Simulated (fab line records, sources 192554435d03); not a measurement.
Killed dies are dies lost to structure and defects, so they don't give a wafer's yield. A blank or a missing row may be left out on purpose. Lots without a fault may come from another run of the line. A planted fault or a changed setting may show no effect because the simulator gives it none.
Which tool did it? | flow n5_finfet | 12 lots, 36 wafers sampled, at 2 steps of a route of 1938

WHAT THE GAUGES READ, wafer by wafer
N5_BEOL_M10_RS_MEAS_57: measures by four-point-probe.
lot  | measured     | on            | M10_RS (ohm/sq)
L075 | day 10 11:35 | film_metro-02 | 0.1478 0.1473 0.1493
L080 | day 11 18:10 | film_metro-01 | 0.1465 0.1506 0.1506
L079 | day 11 23:38 | film_metro-01 | 0.1481 0.1509 0.1474
L083 | day 12 03:47 | film_metro-02 | 0.1514 0.1532 0.1528
L081 | day 12 13:17 | film_metro-01 | 0.1458 0.1537 0.1467
L085 | day 13 14:10 | film_metro-01 | 0.1517 0.1498 0.1497
L088 | day 13 23:46 | film_metro-02 | 0.1472 0.1527 0.1492
L089 | day 14 17:41 | film_metro-02 | 0.1438 0.1502 0.1564
L091 | day 14 23:30 | film_metro-01 | 0.1553 0.1450 0.1471
L093 | day 15 07:41 | film_metro-01 | 0.1503 0.1497 0.1489
L095 | day 16 01:01 | film_metro-01 | 0.1459 0.1521 0.1532
L097 | day 16 15:59 | film_metro-01 | 0.1488 0.1519 0.1497

WHICH TOOL RAN EACH LOT (tool, then ch and the chambers of the sampled wafers, then the start)
lot  | N5_BEOL_M10_PRE_CLEAN_45
L075 | pvd_sputter-01, day 10 10:00
L080 | pvd_sputter-02, day 11 16:28
L079 | pvd_sputter-01, day 11 21:55
L083 | pvd_sputter-03, day 12 02:12
L081 | pvd_sputter-03, day 12 09:40
L085 | pvd_sputter-01, day 13 12:11
L088 | pvd_sputter-03, day 13 22:10
L089 | pvd_sputter-02, day 14 15:50
L091 | pvd_sputter-01, day 14 21:27
L093 | pvd_sputter-02, day 15 06:08
L095 | pvd_sputter-02, day 15 23:22
L097 | pvd_sputter-02, day 16 14:24
- N5_BEOL_M10_PRE_CLEAN_45: time 30 s.

THE ANSWER, worked out from the rows above alone
Rule: what is usual is taken from the lots themselves. Put in order of their means at a reading, lots are off if they are a third of the lots or fewer, leave a main group of 4 or more, and stand apart from it by a gap of 3 or more times the standard deviation of the main group's means; of several such gaps the widest counts. A main group whose means are all the same, to the digits that the tables above print for the reading, isn't used. A lot without any number at a reading at which 4 lots or more have one is off too. The other lots that the step has rows for count as sound.
No lot is off at any reading shown: from this, nothing can be told.

WHAT THE SIMULATOR HAD PUT IN
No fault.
